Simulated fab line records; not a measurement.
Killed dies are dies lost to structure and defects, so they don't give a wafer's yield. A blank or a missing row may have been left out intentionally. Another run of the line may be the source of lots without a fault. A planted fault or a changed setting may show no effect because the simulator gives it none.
Comparing a struck lot with a sound one / flow nand harc / 13 out of 1302 route steps
Sound: the wafers L642.1, L642.2, L642.5. Struck: wafers L637.2, L637.3, L637.5. The cause is given at the end.
Order at every step that has rows: each side's tool, ch and its chambers, its first start. Under that, the readings that differ: sound wafers / struck wafers / difference of the means / sigmas: that difference in standard deviations of wafers without a fault.
alike: a reading whose means differ by less than 2 such deviations, as well as words and numbers matching on both sides. not compared: withheld readings; readings where some wafer has no value; bounds like >300 that might hide an equal value; numbers whose values overlap and for which the record gives no deviation.
The two part at a step that has a row with sigmas, a row that says differs or no value, or rows on one side only. Numbers that have no deviation but don't overlap get no sigmas and don't part them. Lack of a reading on every wafer of one side parts them only where that side has two or more wafers.

first, 1 step without rows for these wafers: NHARC_A_SLIT_STRIP_28 (strips in O2/COS).
NHARC_A_SLIT_ETCH_29: etches the open film in CF4/O2, target depth 100 nm, overetch 10 nm, time 55 s.
  sound on rie diel-09 ch 1,2, day 28 11:31; struck on rie diel-13 ch 2,3, day 25 15:29
reading=drypump motor current A (A); sound=6.1 6.0 6.0; struck=5.2 5.0 5.0; difference=-1.0; sigmas=-2
  alike: mfc ar sccm, oes product au, rf vpp V, showerhead plenum p Torr, throttle valve pct
  not compared: rf hours counter h
NHARC_A_SLIT_STRIP_18: strips in O2.
  sound: rie diel-09 ch 0,1,3; struck: rie diel-13 ch 0,1
  alike: drypump motor current A, mfc ar sccm, oes product au, rf vpp V, showerhead plenum p Torr, throttle valve pct
  not compared: rf hours counter h
then, 2 steps without rows for these wafers: NHARC_A_SLIT_PRECLEAN_19 (cleans in SC1); NHARC_A_SLIT_SRD_20.
NHARC_A_SLIT_CD_MEAS_21:
  sound on cd sem-03 at day 28 12:03; struck on cd sem-01 at day 25 16:01
  alike: cd nm
then, 3 steps without rows for these wafers: NHARC_A_SIN_REMOVE_WET_00 (chemistry H3PO4, time 15300 s); NHARC_A_SIN_REMOVE_PRECLEAN_01 (cleans in SC1); NHARC_A_SIN_REMOVE_SRD_02.
NHARC_A_SIN_REMOVE_INSPECT_04:
  sound on defect inspect-01 at day 28 18:44; struck on defect inspect-01 at day 25 22:04
  alike: raw defect count
NHARC_A_WL_FILL_ALD_00: deposits Al2O3, target thk 3 nm, pulse time 3 s, ald cycles 30.
  sound on ald hk-01 ch 1,2,3, day 28 18:52; struck on ald hk-01 ch 1,3, day 25 22:19
  alike: heater power w, precursor pulse height rel
NHARC_A_WL_FILL_RTA_01: time 5 s.
  struck on rtp anneal-02, day 25 22:35; sound on rtp anneal-01 ch 0, day 28 19:04
  no value came back on the struck wafers for any of 5 readings (anneal temp c max, lamp power pct (%) and others); on the sound wafers anneal temp c max reads 1002.9 1003.7 1004.0
NHARC_A_WL_FILL_ALD_02: deposits TiN, target thk 2 nm, pulse time 3 s, ald cycles 100.
  sound on ald metal-03 ch 1,2,3, day 28 19:17; struck on ald metal-04 ch 0,1, day 25 22:47
  alike: heater power w, precursor pulse height rel

WHERE THEY PART
Earliest at NHARC_A_SLIT_ETCH_29; latest, in this record, at NHARC_A_WL_FILL_RTA_01. Later steps at which nothing parts them and some readings are alike: NHARC_A_WL_FILL_ALD_02.

WHY: what had been put in by the simulator
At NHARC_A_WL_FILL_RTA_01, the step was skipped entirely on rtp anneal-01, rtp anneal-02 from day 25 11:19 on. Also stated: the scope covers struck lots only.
